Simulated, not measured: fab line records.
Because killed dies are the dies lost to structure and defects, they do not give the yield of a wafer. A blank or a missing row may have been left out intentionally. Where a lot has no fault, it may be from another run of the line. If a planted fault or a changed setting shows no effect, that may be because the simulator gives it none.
A lot that was struck, set against a sound lot || flow n5-finfet || 14 out of 1938 route steps
Sound: these wafers, L638.1, L638.2, L638.3. Struck: wafers L655.3, L655.5 (left out: L655.6, a lot-mate that was not struck); the cause follows at the end.
At each step with rows: each side's tool, then ch and its chambers, then its first start. Under that, the readings that differ: sound wafers || struck wafers || difference of the means || sigmas: that difference in standard deviations of wafers without a fault.
alike: words and numbers the same on both sides, and readings whose means are apart by under 2 such deviations; not compared: readings that were withheld, readings missing a value for some wafer, numbers with overlapping values and no deviation given by the record, and bounds like >300 which may hide the same value.
Wherever a step has rows on one side only, a row that says differs or no value, or a row with sigmas, the two part there. Numbers that don't overlap but have no deviation are shown without sigmas and don't part them. A reading that every wafer of one side lacks parts them only if that side has two wafers or more.

first, 8 steps without rows for these wafers: N5_BEOL_M9_COAT_59 (time 60 s, resist thk 100 nm); N5_BEOL_M9_COAT_60 (time 60 s, resist thk 30 nm); N5_BEOL_M9_COAT_05 (resist thk 90 nm); N5_BEOL_M9_EBR_07; N5_BEOL_M9_SOFTBAKE_06 (time 60 s); N5_BEOL_M9_EXPOSE_08 (exposes mask M9); N5_BEOL_M9_PEB_09 (peb time 60 s); N5_BEOL_M9_DEVELOP_10 (develop time 30 s).
N5_BEOL_M9_CD_MEAS_11: target cd 64.1 nm.
  sound on cd-sem-03 ch 0, day 11 06:44; struck on cd-sem-01 ch 0, day 15 04:53
  alike: cd-nm
N5_BEOL_M9_OVL_MEAS_12:
  sound on overlay-02 ch 0, day 11 06:46; struck on overlay-02 ch 0, day 15 04:55
  alike: M9_OVL
N5_BEOL_M9_INSPECT_13: inspects for defects (brightfield).
  struck on defect-inspect-01, day 15 04:56; sound on defect-inspect-01, day 11 06:47
  alike: raw-defect-count
N5_BEOL_M9_DESCUM_16: chemistry O2, time 7.9 s.
  sound on rie-diel-04 ch 0,2,3, day 11 06:55; struck on rie-diel-04 ch 0, day 15 04:59
{"reading": "drypump-motor-current-A (A)", "sound": "6.1 6.2 4.8", "struck": "4.8 4.8", "difference": -0.9, "sigmas": -2}
  alike: oes-product-au, rf-vpp-V, showerhead-plenum-p-Torr, throttle-valve-pct
  not compared: rf-hours-counter-h
N5_BEOL_M9_ETCH_61: etches SiARC in CF4, target depth 39 nm, time 65 s.
  sound on rie-diel-04 ch 0,2,3, day 11 06:57; struck on rie-diel-04 ch 0, day 15 05:01
{"reading": "drypump-motor-current-A (A)", "sound": "6.2 6.1 4.8", "struck": "4.8 4.8", "difference": -0.9, "sigmas": -2}
{"reading": "etch-rf-on-time-s (s)", "sound": "63.8 65.7 63.3", "struck": "61.2 61.1", "difference": -3.1, "sigmas": -2}
  alike: oes-product-au, rf-vpp-V, showerhead-plenum-p-Torr, throttle-valve-pct
  not compared: rf-hours-counter-h
N5_BEOL_M9_ETCH_62: etches SOC in N2/H2, target depth 110 nm, overetch 22 nm, time 165 s.
  sound on rie-diel-04 ch 0,2,3, day 11 07:00; struck on rie-diel-04 ch 0, day 15 05:04
{"reading": "drypump-motor-current-A (A)", "sound": "6.2 6.2 4.8", "struck": "4.8 4.8", "difference": -0.9, "sigmas": -2}
  alike: oes-product-au, rf-vpp-V, showerhead-plenum-p-Torr, throttle-valve-pct
  not compared: rf-hours-counter-h

## WHERE THEY PART
Earliest at N5_BEOL_M9_DESCUM_16; latest, in this record, at N5_BEOL_M9_ETCH_62.

WHY: whatever the simulator had introduced
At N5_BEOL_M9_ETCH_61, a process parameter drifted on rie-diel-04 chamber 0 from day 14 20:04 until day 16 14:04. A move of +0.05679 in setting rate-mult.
